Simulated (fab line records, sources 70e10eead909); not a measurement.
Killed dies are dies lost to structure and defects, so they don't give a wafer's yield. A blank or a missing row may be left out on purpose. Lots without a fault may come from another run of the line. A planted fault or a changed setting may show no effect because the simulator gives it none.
Which tool did it? | flow nand_harc | 14 lots, 42 wafers sampled, at 5 steps of a route of 1302

WHAT THE GAUGES READ, wafer by wafer
NHARC_A_ONON_D2_THK_MEAS_18: measures by ellipsometry.
lot  | measured     | on            | thk_nm (nm)
L830 | day 13 05:34 | film_metro-01 | 1004 1004 1003
L832 | day 14 02:59 | film_metro-01 | 1005 1004 1005
L833 | day 14 16:12 | film_metro-01 | 978 979 977
L834 | day 14 16:13 | film_metro-02 | 1014 1016 1016
L835 | day 15 23:42 | film_metro-01 | 1005 1006 1003
L836 | day 16 05:38 | film_metro-02 | 1001 1000 1000
L843 | day 19 03:15 | film_metro-02 | 988 988 990
L842 | day 19 03:16 | film_metro-01 | 1008 1008 1010
L844 | day 19 14:50 | film_metro-01 | 994 994 993
L847 | day 20 03:49 | film_metro-01 | 1007 1007 1007
L849 | day 21 06:08 | film_metro-02 | 996 997 997
L850 | day 21 06:08 | film_metro-01 | 991 990 991
L851 | day 22 01:40 | film_metro-02 | 997 997 998
L852 | day 22 14:42 | film_metro-02 | 1011 1011 1010

NHARC_A_ONON_D2_INSPECT_32.
lot  | measured     | on                | raw_defect_count
L830 | day 13 08:23 | defect_inspect-02 | 566 531 462
L832 | day 14 05:48 | defect_inspect-02 | 398 323 304
L833 | day 14 19:05 | defect_inspect-01 | 344 899 461
L834 | day 14 19:11 | defect_inspect-02 | 380 482 447
L835 | day 16 02:31 | defect_inspect-01 | 267 250 428
L836 | day 16 08:29 | defect_inspect-01 | 297 489 482
L843 | day 19 06:03 | defect_inspect-01 | 720 664 372
L842 | day 19 06:05 | defect_inspect-02 | 789 342 408
L844 | day 19 17:38 | defect_inspect-01 | 594 509 779
L847 | day 20 06:38 | defect_inspect-02 | 398 378 344
L849 | day 21 08:56 | defect_inspect-02 | 787 306 752
L850 | day 21 08:56 | defect_inspect-01 | 462 428 1200
L851 | day 22 04:35 | defect_inspect-02 | 391 349 315
L852 | day 22 17:40 | defect_inspect-01 | 557 442 297

NHARC_A_CHANNEL_HOLE_D2_CD_MEAS_10: target cd 100 nm.
lot  | measured     | on        | cd_nm (nm)
L830 | day 13 15:22 | cd_sem-03 | 100.6 100.7 100.2
L832 | day 14 08:26 | cd_sem-01 | 99.4 100.2 100.3
L833 | day 15 02:05 | cd_sem-02 | 100.7 99.8 100.3
L834 | day 15 02:14 | cd_sem-01 | 100.7 100.5 100.7
L835 | day 16 05:25 | cd_sem-03 | 100.1 99.9 99.7
L836 | day 16 19:28 | cd_sem-03 | 99.9 100.5 99.5
L843 | day 19 09:31 | cd_sem-03 | 100.3 100.8 102.5
L842 | day 19 10:07 | cd_sem-01 | 100.7 100.5 102.6
L844 | day 19 20:48 | cd_sem-02 | 99.9 99.7 99.9
L847 | day 20 09:13 | cd_sem-02 | 101.2 100.8 100.8
L849 | day 21 15:59 | cd_sem-03 | 101.2 100.8 101.0
L850 | day 21 17:28 | cd_sem-01 | 100.4 101.1 100.8
L851 | day 22 07:16 | cd_sem-01 | 100.3 100.7 100.4
L852 | day 22 20:46 | cd_sem-02 | 100.3 100.7 100.6

NHARC_A_CHANNEL_HOLE_D2_OVL_MEAS_11.
lot  | measured     | on         | overlay_x_nm (nm) | overlay_y_nm (nm)
L830 | day 13 15:27 | overlay-01 | 0.7 0.8 0.9       | -0.6 -0.3 -0.6
L832 | day 14 08:31 | overlay-01 | 0.8 0.3 0.4       | 1.0 0.9 0.9
L833 | day 15 02:10 | overlay-01 | 0.0 -0.1 0.4      | -0.8 -0.5 -0.1
L834 | day 15 02:20 | overlay-01 | 0.2 0.2 0.0       | 0.2 -0.2 0.0
L835 | day 16 05:31 | overlay-01 | -0.4 -0.6 -0.5    | 1.3 1.3 1.2
L836 | day 16 19:33 | overlay-01 | -1.4 -0.5 -0.9    | -0.8 -0.5 0.0
L843 | day 19 09:36 | overlay-02 | -0.2 -0.5 -0.2    | 0.1 -0.4 -0.4
L842 | day 19 10:12 | overlay-01 | 0.2 0.6 0.7       | -0.5 -0.9 -0.9
L844 | day 19 20:53 | overlay-02 | -0.6 -0.6 -0.4    | 0.0 0.6 -0.1
L847 | day 20 09:18 | overlay-01 | -0.7 -0.3 -0.4    | 0.6 0.7 0.4
L849 | day 21 16:05 | overlay-01 | -0.3 0.5 0.0      | 0.2 0.5 0.1
L850 | day 21 17:34 | overlay-01 | 1.0 1.2 1.1       | 0.9 0.3 0.4
L851 | day 22 07:21 | overlay-01 | -0.1 1.0 0.6      | -0.7 -1.5 -0.7
L852 | day 22 20:52 | overlay-01 | 1.1 0.9 1.1       | -0.1 -0.5 -0.4

WHICH TOOL RAN EACH LOT (tool, then ch and the chambers of the sampled wafers, then the start)
lot  | NHARC_A_CHANNEL_HOLE_D2_PEB_08
L830 | litho_track-04 ch 0, day 13 15:17
L832 | litho_track-06 ch 0, day 14 08:22
L833 | litho_track-06 ch 0, day 15 02:00
L834 | litho_track-01 ch 0, day 15 02:10
L835 | litho_track-04 ch 0, day 16 05:20
L836 | litho_track-06 ch 0, day 16 19:23
L843 | litho_track-04 ch 0, day 19 09:26
L842 | litho_track-04 ch 0, day 19 10:02
L844 | litho_track-06 ch 0, day 19 20:43
L847 | litho_track-01 ch 0, day 20 09:08
L849 | litho_track-01 ch 0, day 21 15:55
L850 | litho_track-01 ch 0, day 21 17:23
L851 | litho_track-06 ch 0, day 22 07:11
L852 | litho_track-01 ch 0, day 22 20:41
- NHARC_A_CHANNEL_HOLE_D2_PEB_08: peb time 65 s.

WHAT THE TOOLS THEMSELVES READ (means of the sampled wafers that have a number; where no wafer has one, the mark that the record gives instead)
NHARC_A_CHANNEL_HOLE_D2_PEB_08.
lot  | tool           | resist_line_temp_C (C)
L830 | litho_track-04 | 22.96
L832 | litho_track-06 | 22.94
L833 | litho_track-06 | 23.04
L834 | litho_track-01 | 23.00
L835 | litho_track-04 | 22.98
L836 | litho_track-06 | 23.05
L843 | litho_track-04 | 23.13
L842 | litho_track-04 | 22.81
L844 | litho_track-06 | 23.08
L847 | litho_track-01 | 22.79
L849 | litho_track-01 | 23.09
L850 | litho_track-01 | 22.93
L851 | litho_track-06 | 23.05
L852 | litho_track-01 | 23.10

THE ANSWER, worked out from the rows above alone
Rule: what is usual is taken from the lots themselves. Put in order of their means at a reading, lots are off if they are a third of the lots or fewer, leave a main group of 4 or more, and stand apart from it by a gap of 3 or more times the standard deviation of the main group's means; of several such gaps the widest counts. A main group whose means are all the same, to the digits that the tables above print for the reading, isn't used. A lot without any number at a reading at which 4 lots or more have one is off too. The other lots that the step has rows for count as sound. The gauges are gone through in route order, then the tools' own readings, and for those a lot's mean is taken as printed above. The first step at which some lot is off is used, and at that step the reading that is off furthest; a lot without a number counts as furthest.
No lot is off at any reading shown: from this, nothing can be told.

WHAT THE SIMULATOR HAD PUT IN
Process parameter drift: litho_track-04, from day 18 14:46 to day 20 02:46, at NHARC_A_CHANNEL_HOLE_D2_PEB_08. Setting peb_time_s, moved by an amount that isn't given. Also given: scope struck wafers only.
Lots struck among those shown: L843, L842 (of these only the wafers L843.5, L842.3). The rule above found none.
